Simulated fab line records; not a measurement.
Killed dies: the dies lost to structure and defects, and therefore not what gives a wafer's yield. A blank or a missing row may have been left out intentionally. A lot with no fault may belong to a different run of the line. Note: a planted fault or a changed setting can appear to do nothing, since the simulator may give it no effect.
Matching of chambers / flow nandHarc / NHARC_P_GATE_ETCH_32 on rieSi-01: 4 sister chambers
The step etches the open film in HBr/Cl2, target depth 150 nm, time 100.1 s. 14 wafers are shown with their chamber, then 7 later ones without.

## WAFERS WITH THEIR CHAMBER
wafer=L074.2; chamber=0; drypumpMotorCurrentA (A)=5.8; oesProductAu (a.u.)=1.018; throttleValvePct (%)=26.408
wafer=L074.3; chamber=2; drypumpMotorCurrentA (A)=6.1; oesProductAu (a.u.)=1.008; throttleValvePct (%)=26.391
wafer=L074.5; chamber=1; drypumpMotorCurrentA (A)=5.1; oesProductAu (a.u.)=1.012; throttleValvePct (%)=26.400
wafer=L077.2; chamber=2; drypumpMotorCurrentA (A)=6.0; oesProductAu (a.u.)=1.003; throttleValvePct (%)=26.412
wafer=L077.3; chamber=0; drypumpMotorCurrentA (A)=5.9; oesProductAu (a.u.)=1.010; throttleValvePct (%)=26.414
wafer=L077.4; chamber=1; drypumpMotorCurrentA (A)=5.1; oesProductAu (a.u.)=0.992; throttleValvePct (%)=26.406
wafer=L080.1; chamber=2; drypumpMotorCurrentA (A)=6.1; oesProductAu (a.u.)=1.012; throttleValvePct (%)=26.408
wafer=L080.2; chamber=0; drypumpMotorCurrentA (A)=5.9; oesProductAu (a.u.)=1.017; throttleValvePct (%)=26.410
wafer=L080.3; chamber=1; drypumpMotorCurrentA (A)=5.1; oesProductAu (a.u.)=1.009; throttleValvePct (%)=26.404
wafer=L081.3; chamber=0; drypumpMotorCurrentA (A)=5.9; oesProductAu (a.u.)=0.998; throttleValvePct (%)=26.412
wafer=L081.4; chamber=2; drypumpMotorCurrentA (A)=6.1; oesProductAu (a.u.)=1.008; throttleValvePct (%)=26.407
wafer=L081.5; chamber=3; drypumpMotorCurrentA (A)=6.7; oesProductAu (a.u.)=0.992; throttleValvePct (%)=26.402
wafer=L084.1; chamber=1; drypumpMotorCurrentA (A)=5.2; oesProductAu (a.u.)=1.016; throttleValvePct (%)=26.412
wafer=L084.2; chamber=2; drypumpMotorCurrentA (A)=6.1; oesProductAu (a.u.)=0.998; throttleValvePct (%)=26.410

SIGNATURES, as means of the wafers listed above
reading=drypumpMotorCurrentA; chamber 0=5.875; chamber 1=5.125; chamber 2=6.080; chamber 3=6.700; scatter within a chamber=0.048
reading=oesProductAu; chamber 0=1.01075; chamber 1=1.00725; chamber 2=1.00580; chamber 3=0.99200; scatter within a chamber=0.0084
reading=throttleValvePct; chamber 0=26.41100; chamber 1=26.40550; chamber 2=26.40560; chamber 3=26.40200; scatter within a chamber=0.00613
Rule: distance of a wafer from a chamber = root of the sum over the readings of ((wafer's reading minus chamber's mean) / reading's scatter) squared. If the next closest chamber is less than 2 further off than the closest, the wafer can't be placed; otherwise it belongs to the closest. How the scatter is found: for the shown wafers, subtract from each reading the mean of its chamber, square and add these, divide the total by (wafers less chambers), then take the root.

## WAFERS WITHOUT THEIR CHAMBER
wafer=L084.4; drypumpMotorCurrentA (A)=6.7; oesProductAu (a.u.)=1.008; throttleValvePct (%)=26.393
wafer=L086.1; drypumpMotorCurrentA (A)=5.9; oesProductAu (a.u.)=1.010; throttleValvePct (%)=26.408
wafer=L086.3; drypumpMotorCurrentA (A)=6.1; oesProductAu (a.u.)=1.005; throttleValvePct (%)=26.411
wafer=L086.4; drypumpMotorCurrentA (A)=5.1; oesProductAu (a.u.)=1.015; throttleValvePct (%)=26.400
wafer=L088.4; drypumpMotorCurrentA (A)=6.7; oesProductAu (a.u.)=1.002; throttleValvePct (%)=26.411
wafer=L088.5; drypumpMotorCurrentA (A)=5.1; oesProductAu (a.u.)=1.015; throttleValvePct (%)=26.428
wafer=L088.6; drypumpMotorCurrentA (A)=5.9; oesProductAu (a.u.)=1.007; throttleValvePct (%)=26.404

## WHICH CHAMBER EACH WENT THROUGH
wafer=L084.4; from the rows above=3; in truth=3
wafer=L086.1; from the rows above=0; in truth=0
wafer=L086.3; from the rows above=2; in truth=2
wafer=L086.4; from the rows above=1; in truth=1
wafer=L088.4; from the rows above=3; in truth=3
wafer=L088.5; from the rows above=1; in truth=1
wafer=L088.6; from the rows above=0; in truth=0
Placed correctly: 7 of 7. From these rows, 0 cannot be placed. 0 placed wrongly.
